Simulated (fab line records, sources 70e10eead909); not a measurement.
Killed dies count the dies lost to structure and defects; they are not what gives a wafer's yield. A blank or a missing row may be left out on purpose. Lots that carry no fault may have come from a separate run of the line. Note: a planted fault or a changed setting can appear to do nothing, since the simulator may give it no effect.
Matching of chambers | flow nandHarc | rieDiel-13 running NHARC_A_STAIRCASE_TRIM_12: 4 sister chambers
The step chemistry O2, time 211.2 s. 24 wafers are shown with their chamber, then 12 later ones without.

## WAFERS PAIRED WITH THEIR CHAMBERS
wafer  | chamber | showerheadPlenumPTorr (Torr) | drypumpMotorCurrentA (A) | oesProductAu (a.u.)
L074.1 | 0       | 3.61                         | 5.9                      | 1.002
L074.4 | 0       | 3.61                         | 5.9                      | 0.999
L074.5 | 2       | 3.39                         | 6.3                      | 1.006
L076.3 | 2       | 3.39                         | 6.3                      | 0.994
L076.4 | 1       | 3.78                         | 5.7                      | 0.991
L076.5 | 1       | 3.78                         | 5.7                      | 0.985
L078.1 | 2       | 3.39                         | 6.3                      | 1.008
L078.2 | 3       | 3.51                         | 5.4                      | 1.017
L078.6 | 2       | 3.39                         | 6.3                      | 1.005
L081.2 | 1       | 3.78                         | 5.7                      | 0.993
L081.3 | 2       | 3.38                         | 6.3                      | 0.998
L081.5 | 3       | 3.51                         | 5.4                      | 1.000
L080.1 | 3       | 3.51                         | 5.4                      | 1.011
L080.2 | 2       | 3.38                         | 6.3                      | 1.005
L080.6 | 3       | 3.51                         | 5.4                      | 0.994
L079.2 | 2       | 3.38                         | 6.3                      | 0.993
L079.4 | 3       | 3.51                         | 5.4                      | 1.011
L079.6 | 0       | 3.61                         | 5.9                      | 0.991
L082.1 | 2       | 3.38                         | 6.3                      | 1.000
L082.3 | 0       | 3.61                         | 5.9                      | 0.991
L082.6 | 3       | 3.51                         | 5.4                      | 1.014
L083.1 | 3       | 3.50                         | 5.4                      | 1.001
L083.3 | 0       | 3.61                         | 5.9                      | 1.001
L083.5 | 2       | 3.38                         | 6.4                      | 1.001

SIGNATURES (means of the wafers above)
reading               | chamber 0 | chamber 1 | chamber 2 | chamber 3 | scatter within a chamber
showerheadPlenumPTorr | 3.6100    | 3.7800    | 3.3844    | 3.5086    | 0.00392
drypumpMotorCurrentA  | 5.900     | 5.700     | 6.311     | 5.400     | 0.0211
oesProductAu          | 0.99680   | 0.98967   | 1.00111   | 1.00686   | 0.00638
Rule: distance of a wafer from a chamber = root of the sum over the readings of ((wafer's reading minus chamber's mean) / reading's scatter) squared. The wafer belongs to the nearest chamber; if the next one is less than 2 further off, it can't be placed. The scatter: the root of (the sum of the squares of (reading less its chamber's mean) over the shown wafers, divided by (wafers less chambers)).

## WAFERS WHOSE CHAMBER IS MISSING
wafer  | showerheadPlenumPTorr (Torr) | drypumpMotorCurrentA (A) | oesProductAu (a.u.)
L087.4 | 3.38                         | 6.4                      | 1.001
L087.5 | 3.77                         | 5.7                      | 0.989
L087.6 | 3.38                         | 6.3                      | 1.003
L085.1 | 3.60                         | 5.9                      | 1.005
L085.3 | 3.37                         | 6.3                      | 0.994
L085.5 | 3.50                         | 5.4                      | 1.001
L094.1 | 3.49                         | 5.4                      | 1.007
L094.2 | 3.76                         | 5.7                      | 1.009
L094.5 | 3.37                         | 6.4                      | 0.997
L096.1 | 3.59                         | 5.9                      | 1.003
L096.3 | 3.76                         | 5.7                      | 1.009
L096.5 | 3.49                         | 5.4                      | 1.012

## THE CHAMBER EACH PASSED THROUGH
wafer  | from the rows above | in truth
L087.4 | 2                   | 2
L087.5 | 1                   | 1
L087.6 | 2                   | 2
L085.1 | 0                   | 0
L085.3 | 2                   | 2
L085.5 | 3                   | 3
L094.1 | 3                   | 3
L094.2 | 1                   | 1
L094.5 | 2                   | 2
L096.1 | 0                   | 0
L096.3 | 1                   | 1
L096.5 | 3                   | 3
Correctly placed: 12 of 12. Can't be placed from these rows: 0. Placed wrongly: 0.
